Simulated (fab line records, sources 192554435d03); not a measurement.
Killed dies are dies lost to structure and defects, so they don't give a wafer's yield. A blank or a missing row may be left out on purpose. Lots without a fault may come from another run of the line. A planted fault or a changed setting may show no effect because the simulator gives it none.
fab line records | flow n5_finfet | part 2 of 2: steps 19 to 28 of 28
record lots=5 wafers=15 last_day=16
route steps=1938 shown BEOL_M5@1120
lots that met no fault: from a run of the same line without faults
start_h: hours from the record's first day to the start of the lot's first wafer shown | wait_h: hours since the lot's step before | " the same as in the row above | L1.1+2: a row that stands for several wafers | - no value, or no start given | * or withheld: withheld | < > ~ a bound
route shown NAME@n: a module of which the file shows steps, and the number in the route of the first | usual: mean/standard deviation of fault-free wafers | same: alike in all rows | chamber/n: place in a boat | sites: the reading at each site | _std_site: their standard deviation | _edge_site: outer sites' mean less inner sites' | radius_mm: how far each site lies from the wafer's centre | mask NAME#n: copy n | behind: the tool/chamber that last shaped the wafer | hold: why the lot was held/for how many hours/how that ended | device: the transistor (n, p or np) that didn't switch | end of line: the same wafers' tests at the end of the route | a step without rows: its recipe alone | killed: dies lost to structure and defects at the first sort, not the wafer's yield | map: a wafer's dies, x killed, . not, _ none there
set.NAME: the setting as run; set.NAME@STEP: as run at that earlier step | model.NAME: the simulator's own value behind a step, which no gauge read
lots at some steps of the route; a table a step, a row a wafer
services: from which hour (start_h, from the record's first day; less than 0 if before it) a tool's chamber was out of use, for how many hours, and why
## steps
# step N5_BEOL_M5_CD_MEAS_18
# recipe pitch_nm=56 target_cd_nm=28
# usual cd_nm=28.0/0.36
# columns lot.wafer tool chamber start_h wait_h cd_nm
L079.1 cd_sem-03 - 214.48 0.0 27.8
L079.4 " - " " 27.6
L079.5 " - " " 27.8
L078.3 cd_sem-03 - 217.29 0.1 27.9
L078.4 " - " " 28.5
L078.6 " - " " 27.9
L085.2 cd_sem-01 - 236.63 0.1 27.9
L085.4 " - " " 27.7
L085.5 " - " " 28.6
L087.1 cd_sem-02 - 256.52 0.0 27.9
L087.4 " - " " 27.6
L087.6 " - " " 28.1
L091.3 cd_sem-01 - 276.33 0.1 28.1
L091.5 " - " " 28.1
L091.6 " - " " 27.7
# step N5_BEOL_M5_COAT_65
# recipe resist=SOC temp_c=250 time_s=60 spin_rpm=1500 resist_thk_nm=60
# usual dispense_pressure_kPa=52/4.9 resist_line_temp_C=22.99/0.1
# columns lot.wafer tool chamber start_h wait_h dispense_pressure_kPa resist_line_temp_C
L079.1 litho_track-05 0 215.02 0.5 52 22.88
L079.4 " 0 " " 52 23.02
L079.5 " 0 " " 52 22.94
L078.3 litho_track-02 0 220.59 3.3 58 23.06
L078.4 " 0 " " 58 23.03
L078.6 " 0 " " 58 23.02
L085.2 litho_track-05 0 238.19 1.6 52 22.91
L085.4 " 0 " " 52 22.76
L085.5 " 0 " " 52 22.98
L087.1 litho_track-01 0 256.55 0.0 45 22.97
L087.4 " 0 " " 45 22.87
L087.6 " 0 " " 45 22.76
L091.3 litho_track-02 0 276.61 0.3 58 23.17
L091.5 " 0 " " 58 23.01
L091.6 " 0 " " 58 23.06
# step N5_BEOL_M5_COAT_66
# recipe resist=SiARC temp_c=220 time_s=60 spin_rpm=1500 resist_thk_nm=12
# usual dispense_pressure_kPa=52/4.9 resist_line_temp_C=22.99/0.098
# columns lot.wafer tool chamber start_h wait_h dispense_pressure_kPa resist_line_temp_C
L079.1 litho_track-05 0 - - 52 23.00
L079.4 " 0 " " 52 23.00
L079.5 " 0 " " 52 22.97
L078.3 litho_track-02 0 - - 58 23.08
L078.4 " 0 " " 58 23.02
L078.6 " 0 " " 58 23.28
L085.2 litho_track-05 0 - - 52 22.92
L085.4 " 0 " " 52 23.00
L085.5 " 0 " " 52 23.07
L087.1 litho_track-01 0 - - 45 22.86
L087.4 " 0 " " 45 22.94
L087.6 " 0 " " 45 22.82
L091.3 litho_track-02 0 - - 58 22.82
L091.5 " 0 " " 58 22.83
L091.6 " 0 " " 58 22.90
# step N5_BEOL_M5_COAT_74
# recipe resist=underlayer temp_c=205 time_s=60 spin_rpm=1500 resist_thk_nm=5
# usual dispense_pressure_kPa=52/4.9 resist_line_temp_C=23.00/0.1
# columns lot.wafer tool chamber start_h wait_h dispense_pressure_kPa resist_line_temp_C
L079.1 litho_track-05 0 - - 52 22.89
L079.4 " 0 " " 52 22.94
L079.5 " 0 " " 52 22.98
L078.3 litho_track-02 0 - - 58 23.02
L078.4 " 0 " " 58 23.12
L078.6 " 0 " " 58 23.02
L085.2 litho_track-05 0 - - 52 23.03
L085.4 " 0 " " 52 22.97
L085.5 " 0 " " 52 22.96
L087.1 litho_track-01 0 - - 45 23.00
L087.4 " 0 " " 45 22.97
L087.6 " 0 " " 45 23.31
L091.3 litho_track-02 0 - - 58 22.96
L091.5 " 0 " " 58 22.97
L091.6 " 0 " " 58 22.94
# step N5_BEOL_M5_COAT_22
# recipe resist=CAR-EUV spin_rpm=1500 resist_thk_nm=30
# usual dispense_pressure_kPa=52/4.9 resist_line_temp_C=23.00/0.11
# columns lot.wafer tool chamber start_h wait_h dispense_pressure_kPa resist_line_temp_C
L079.1 litho_track-05 0 - - 52 22.80
L079.4 " 0 " " 52 23.10
L079.5 " 0 " " 52 22.99
L078.3 litho_track-02 0 - - 58 22.84
L078.4 " 0 " " 58 22.92
L078.6 " 0 " " 58 23.01
L085.2 litho_track-05 0 - - 52 22.87
L085.4 " 0 " " 52 22.91
L085.5 " 0 " " 52 22.81
L087.1 litho_track-01 0 - - 45 22.94
L087.4 " 0 " " 45 23.01
L087.6 " 0 " " 45 23.15
L091.3 litho_track-02 0 - - 58 22.71
L091.5 " 0 " " 58 22.97
L091.6 " 0 " " 58 22.76
# step N5_BEOL_M5_EBR_24
# recipe solvent=PGMEA ebr_width_mm=1.5
# usual resist_line_temp_C=23.01/0.11
# same ebr_width_mm=1.5
# columns lot.wafer tool chamber start_h wait_h resist_line_temp_C
L079.1 litho_track-05 0 - - 23.03
L079.4 " 0 " " 23.08
L079.5 " 0 " " 23.19
L078.3 litho_track-02 0 - - 23.04
L078.4 " 0 " " 23.17
L078.6 " 0 " " 23.02
L085.2 litho_track-05 0 - - 22.98
L085.4 " 0 " " 23.05
L085.5 " 0 " " 22.95
L087.1 litho_track-01 0 - - 22.99
L087.4 " 0 " " 23.00
L087.6 " 0 " " 22.88
L091.3 litho_track-02 0 - - 23.03
L091.5 " 0 " " 23.13
L091.6 " 0 " " 23.03
# step N5_BEOL_M5_SOFTBAKE_23
# recipe temp_c=110 time_s=60 resist=CAR-EUV
# usual resist_line_temp_C=22.98/0.11
# columns lot.wafer tool chamber start_h wait_h resist_line_temp_C
L079.1 litho_track-05 0 - - 23.26
L079.4 " 0 " " 23.02
L079.5 " 0 " " 23.01
L078.3 litho_track-02 0 - - 23.03
L078.4 " 0 " " 22.93
L078.6 " 0 " " 23.09
L085.2 litho_track-05 0 - - 22.98
L085.4 " 0 " " 23.02
L085.5 " 0 " " 22.93
L087.1 litho_track-01 0 - - 22.85
L087.4 " 0 " " 22.90
L087.6 " 0 " " 22.87
L091.3 litho_track-02 0 - - 23.06
L091.5 " 0 " " 23.01
L091.6 " 0 " " 23.13
# step N5_BEOL_M5_EXPOSE_25
# recipe mask_id=V4 na=0.33 source_shape=quasar sigma_inner=0.2 sigma_outer=0.6 polarization=unpolarized defocus_nm=10 dose_mj=52.75
# usual exposure_dose_mJ_cm2=52.58/0.067
# same dipole_opening_deg=60
# columns lot.wafer tool chamber start_h wait_h mask exposure_dose_mJ_cm2
L079.1 euv_scanner-01 0 215.36 - V4#0 52.59
L079.4 " 0 " " V4#0 52.65
L079.5 " 0 " " V4#0 52.61
L078.3 euv_scanner-02 0 220.87 - V4#0 52.66
L078.4 " 0 " " V4#0 52.72
L078.6 " 0 " " V4#0 52.76
L085.2 euv_scanner-01 0 238.51 - V4#0 52.55
L085.4 " 0 " " V4#0 52.59
L085.5 " 0 " " V4#0 52.67
L087.1 euv_scanner-01 0 256.81 - V4#0 52.58
L087.4 " 0 " " V4#0 52.64
L087.6 " 0 " " V4#0 52.63
L091.3 euv_scanner-01 0 276.80 - V4#0 52.53
L091.5 " 0 " " V4#0 52.55
L091.6 " 0 " " V4#0 52.54
# step N5_BEOL_M5_PEB_26
# recipe peb_temp_c=100 peb_time_s=60 resist=CAR-EUV
# usual resist_line_temp_C=22.97/0.1
# columns lot.wafer tool chamber start_h wait_h resist_line_temp_C
L079.1 litho_track-02 0 215.43 0.1 22.72
L079.4 " 0 " " 22.77
L079.5 " 0 " " 22.78
L078.3 litho_track-05 0 220.92 0.0 23.05
L078.4 " 0 " " 23.11
L078.6 " 0 " " 23.12
L085.2 litho_track-01 0 238.58 0.1 22.90
L085.4 " 0 " " 22.89
L085.5 " 0 " " 22.73
L087.1 litho_track-05 0 256.89 0.1 23.04
L087.4 " 0 " " 22.81
L087.6 " 0 " " 22.90
L091.3 litho_track-02 0 276.86 0.0 22.95
L091.5 " 0 " " 23.02
L091.6 " 0 " " 22.89
# step N5_BEOL_M5_DEVELOP_27
# recipe develop_time_s=30 developer=TMAH resist=CAR-EUV rinse_liquid=surfactant_rinse dry=air_spin dev_temp_c=23
# usual resist_line_temp_C=22.98/0.1
# columns lot.wafer tool chamber start_h wait_h resist_line_temp_C
L079.1 litho_track-02 0 - - 22.92
L079.4 " 0 " " 23.05
L079.5 " 0 " " 23.03
L078.3 litho_track-05 0 - - 23.06
L078.4 " 0 " " 22.96
L078.6 " 0 " " 22.97
L085.2 litho_track-01 0 - - 22.86
L085.4 " 0 " " 23.06
L085.5 " 0 " " 22.94
L087.1 litho_track-05 0 - - 22.76
L087.4 " 0 " " 23.07
L087.6 " 0 " " 22.82
L091.3 litho_track-02 0 - - 22.94
L091.5 " 0 " " 23.06
L091.6 " 0 " " 23.03
## services
# columns tool chamber start_h hours kind
euv_scanner-02 0 197.86 - calibration
rie_metal-03 0 202.61 15.0 repair
rie_diel-06 3 226.39 4.2 repair
rie_diel-06 2 227.03 16.7 repair
euv_scanner-01 - 229.10 0.4 repair
euv_scanner-02 - 230.37 4.6 pm
euv_scanner-01 - 239.03 1.0 pm
euv_scanner-01 - 250.34 4.6 pm
litho_track-02 - 268.38 - consumable_replace:filter
euv_scanner-01 0 273.81 - calibration
rie_metal-02 1 276.70 - clean
rie_metal-02 1 276.70 22.4 scheduled_down
rie_metal-02 1 276.70 22.4 vent_cycle
